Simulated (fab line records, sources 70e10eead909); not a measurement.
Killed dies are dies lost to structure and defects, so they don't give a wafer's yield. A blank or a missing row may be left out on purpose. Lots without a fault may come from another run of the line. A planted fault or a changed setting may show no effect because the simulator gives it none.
Chamber matching | flow nand_harc | NHARC_A_WL_FILL_STRIP_29 on rie_diel-12: 4 sister chambers
The step strips in O2, time 20 s. 4 wafers are shown with their chamber, then 12 later ones without.

WAFERS WITH THEIR CHAMBER
wafer  | chamber | drypump_motor_current_A (A)
L081.2 | 2       | 5.7
L087.2 | 1       | 6.4
L087.4 | 3       | 5.3
L087.5 | 0       | 6.2

WAFERS WITHOUT THEIR CHAMBER
wafer  | drypump_motor_current_A (A)
L091.1 | 6.2
L091.3 | 5.7
L091.4 | 5.3
L088.2 | 6.4
L088.3 | 5.7
L088.5 | 6.2
L093.3 | 6.2
L093.5 | 6.2
L093.6 | 5.7
L097.1 | 5.3
L097.4 | 6.4
L097.5 | 6.3

WHICH CHAMBER EACH WENT THROUGH
wafer  | from the rows above     | in truth
L091.1 | 0                       | 0
L091.3 | 2                       | 2
L091.4 | 3                       | 3
L088.2 | 1                       | 1
L088.3 | 2                       | 2
L088.5 | 0                       | 0
L093.3 | 0                       | 0
L093.5 | 0                       | 0
L093.6 | 2                       | 2
L097.1 | 3                       | 3
L097.4 | 1                       | 1
L097.5 | can't be placed: 0 or 1 | 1
Placed correctly: 11 of 12. Can't be placed from these rows: 1 (the true chamber is among the candidates in 1). Placed wrongly: 0.
How it was worked out, from the rows above alone: a wafer's distance from a chamber is the root of the sum, over the readings, of the square of ((its reading less the chamber's mean) divided by the reading's scatter). The wafer belongs to the nearest chamber; if the next one is less than 2 further off, it can't be placed. A chamber's mean is the mean of its shown wafers. The scatter: with one shown wafer a chamber, the root of the mean of the squares of how far each hidden wafer lies from its nearest shown one.
